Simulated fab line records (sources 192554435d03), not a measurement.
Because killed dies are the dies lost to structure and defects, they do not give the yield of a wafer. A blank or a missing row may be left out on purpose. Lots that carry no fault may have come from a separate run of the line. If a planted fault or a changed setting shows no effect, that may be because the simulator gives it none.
Chamber matching :: flow n5 finfet :: N5_BEOL_M9_ETCH_65 on rie diel-01 has 4 sister chambers
The step etches SiARC in CF4, target depth 15.6 nm, time 26 s. 4 wafers are shown with their chamber, then 10 later ones without.

== EACH WAFER AND ITS CHAMBER ==
wafer: L083.2
chamber: 3
drypump motor current A (A): 5.9

wafer: L088.5
chamber: 2
drypump motor current A (A): 6.0

wafer: L090.2
chamber: 0
drypump motor current A (A): 6.7

wafer: L090.4
chamber: 1
drypump motor current A (A): 4.9

== WAFERS WITHOUT THEIR CHAMBER ==
wafer: L090.6
drypump motor current A (A): 6.0

wafer: L093.1
drypump motor current A (A): 4.9

wafer: L093.2
drypump motor current A (A): 5.8

wafer: L093.4
drypump motor current A (A): 5.9

wafer: L094.3
drypump motor current A (A): 5.8

wafer: L094.5
drypump motor current A (A): 4.9

wafer: L094.6
drypump motor current A (A): 5.8

wafer: L096.1
drypump motor current A (A): 5.8

wafer: L096.3
drypump motor current A (A): 4.9

wafer: L096.4
drypump motor current A (A): 6.0

== WHICH CHAMBER EACH WENT THROUGH ==
wafer: L090.6
from the rows above: can't be placed: 2 or 3
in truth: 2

wafer: L093.1
from the rows above: 1
in truth: 1

wafer: L093.2
from the rows above: can't be placed: 3 or 2
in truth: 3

wafer: L093.4
from the rows above: can't be placed: 3 or 2
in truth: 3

wafer: L094.3
from the rows above: can't be placed: 3 or 2
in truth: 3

wafer: L094.5
from the rows above: 1
in truth: 1

wafer: L094.6
from the rows above: can't be placed: 3 or 2
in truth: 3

wafer: L096.1
from the rows above: can't be placed: 3 or 2
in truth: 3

wafer: L096.3
from the rows above: 1
in truth: 1

wafer: L096.4
from the rows above: can't be placed: 2 or 3
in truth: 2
Placed correctly: 3 of 10. Can't be placed from these rows: 7 (the true chamber is among the candidates in 7). Number placed wrongly: 0.
How it was worked out, from the rows above alone: a wafer's distance from a chamber is the root of the sum, over the readings, of the square of ((its reading less the chamber's mean) divided by the reading's scatter). If the next closest chamber is less than 2 further off than the closest, the wafer can't be placed; otherwise it belongs to the closest. For every chamber, the mean is computed from those of its wafers that are shown. The scatter (one wafer shown for each chamber): square how far every hidden wafer sits from the nearest shown wafer, average those squares and take the square root.
